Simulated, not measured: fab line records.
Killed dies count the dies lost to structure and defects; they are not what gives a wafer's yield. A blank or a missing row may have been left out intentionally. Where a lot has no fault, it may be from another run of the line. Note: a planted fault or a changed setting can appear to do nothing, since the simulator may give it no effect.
One fault through the eyes of 3 desks ; flow nand_harc ; what lay behind the numbers comes last; until then each desk has only its own

AT THE METROLOGY DESK
Means of the sampled wafers that have a number, per lot and without regard to the tool the lot ran on: this is what the gauges read. Marked OUT: a lot whose mean sits more than 4 standard deviations from the usual mean, which makes it out of limits; the brackets give that distance.
Columns: A = cd_nm at NHARC_P_M2_CD_MEAS_09, usual 170.5 nm
lot;first seen here;A
L423;day 6 05:03;170.0
L425;day 6 14:22;170.7
L426;day 7 06:09;170.2
L427;day 7 06:45;170.0
L429;day 7 20:01;170.7
L431;day 8 00:57;170.4
L434;day 9 07:19;170.6
L438;day 9 23:46;171.0
L439;day 10 08:39;170.7
L443;day 10 22:08;170.5
L441;day 11 08:16;169.9
L445;day 11 15:44;170.3
L446;day 11 23:37;171.4
This desk found nothing out of limits on any of the 13 lots.

THE DEFECT DESK
Per lot, the means of the sampled wafers with a number show what the inspections along the route counted. Marked OUT: a lot whose mean sits more than 4 standard deviations from the usual mean, which makes it out of limits; the brackets give that distance.
Columns: A = raw_defect_count at NHARC_P_M1_INSPECT_11, usual 3.8; B = raw_defect_count at NHARC_P_M1_INSPECT_27, usual 317
lot;first seen here;A;B
L423;day 6 00:44;3.7;369
L425;day 6 09:47;4.7;492
L426;day 7 02:05;2.7;306
L427;day 7 02:37;2.3;292
L429;day 7 15:58;6.3;348
L431;day 7 20:53;3.0;243
L434;day 9 03:22;2.3;340
L438;day 9 19:37;3.0;1288 (+7.5) OUT
L439;day 10 04:31;4.3;1541 (+9.4) OUT
L443;day 10 18:04;2.3;314
L441;day 11 03:51;3.0;955 (+4.9) OUT
L445;day 11 11:37;4.7;216
L446;day 11 19:35;3.3;227
Finding of this desk: L438, L439, L441 out of limits; the first was L438 at day 9 22:29, on raw_defect_count at NHARC_P_M1_INSPECT_27. In limits: L423, L425, L426, L427, L429, L431, L434, L443, L445, L446.

DESK OF THE TOOL OWNER: cmp-02
The tool's own readings at NHARC_P_M1_CMP_23 (polishes, t overpolish 20 s, target thk 157.82 nm): means of the sampled wafers that have a number, for each lot that ran on this tool. Marked OUT: a lot whose mean sits more than 4 standard deviations from the usual mean, which makes it out of limits; the brackets give that distance.
Columns: A = motor_current_A at NHARC_P_M1_CMP_23, usual 11.7 A; B = time_to_endpoint_s at NHARC_P_M1_CMP_23, usual 30 s
lot;first seen here;A;B
L423;day 6 03:00;10.8;30
L429;day 7 18:08;10.9;31
L431;day 7 23:06;11.3;33
L438;day 9 22:01;11.0;32
L439;day 10 06:52;11.0;36
L441;day 11 06:03;11.7;33
This desk found nothing out of limits on any of the 6 lots.

PUT TOGETHER
The defect desk could have raised an alarm at day 9 22:29, on L438, L439, L441.
Metrology desk: nothing out of limits seen.
The tool owner's desk saw nothing out of limits.
The metrology desk has L438, L439, L441 on record, within its limits.
Tool owner's desk: L438, L439, L441 on record, inside its limits.
Of the lots named, all ran NHARC_P_M1_CMP_23 on cmp-02.

WHAT THE SIMULATOR PUT IN
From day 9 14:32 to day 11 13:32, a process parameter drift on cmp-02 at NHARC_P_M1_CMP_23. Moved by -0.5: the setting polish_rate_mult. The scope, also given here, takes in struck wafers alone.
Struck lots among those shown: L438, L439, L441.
Hours from the fault's start to each desk's first reading out of limits: the defect desk, 8.
